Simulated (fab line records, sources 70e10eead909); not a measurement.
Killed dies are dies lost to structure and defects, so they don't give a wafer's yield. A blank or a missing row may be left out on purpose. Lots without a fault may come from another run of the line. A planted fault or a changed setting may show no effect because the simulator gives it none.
A struck lot beside a sound one | flow nand_harc | 6 steps out of a route of 1302
Sound: wafers L544.2, L544.3, L544.4. Struck: wafers L561.1, L561.5, L561.6. The cause comes at the end.
At each step with rows: each side's tool, then ch and its chambers, then its first start. Under that, the readings that differ: sound wafers | struck wafers | difference of the means | sigmas: that difference in standard deviations of wafers without a fault.
alike: readings whose means differ by less than 2 such deviations, and words and numbers that are the same on both sides. not compared: withheld readings, readings that some wafer has no value for, bounds like >300 that may hide the same value, and numbers for which the record gives no deviation and whose values overlap.
The two part at a step that has a row with sigmas, a row that says differs or no value, or rows on one side only. Numbers that don't overlap but have no deviation are shown without sigmas and don't part them. A reading that every wafer of one side lacks parts them only if that side has two wafers or more.

NHARC_P_START_INSPECT_01:
  sound on defect_inspect-01, day 2 06:02; struck on defect_inspect-02, day 9 08:02
  alike: raw_defect_count
then, 2 steps without rows for these wafers: NHARC_P_ZERO_WELL_PRECLEAN_00 (cleans in SPM, time 600 s); NHARC_P_ZERO_WELL_SRD_01.
NHARC_P_ZERO_WELL_PECVD_02: deposits SiO2, target thk 10 nm.
  sound on pecvd-04 ch 0,1, day 2 06:29; struck on pecvd-03 ch 0,1, day 9 08:29
  reading                      | sound             | struck | difference                    | sigmas
  chamber_pressure_Torr (Torr) | 6.490 6.489 6.492 | - - -  | no value on the struck wafers |
  not compared: since_wet_clean_h
then, 2 steps without rows for these wafers: NHARC_P_ZERO_WELL_DEHYDRATE_03 (time 120 s); NHARC_END_SORT_01.

WHERE THEY PART
Only at NHARC_P_ZERO_WELL_PECVD_02, within this record.

WHY: what the simulator had put in
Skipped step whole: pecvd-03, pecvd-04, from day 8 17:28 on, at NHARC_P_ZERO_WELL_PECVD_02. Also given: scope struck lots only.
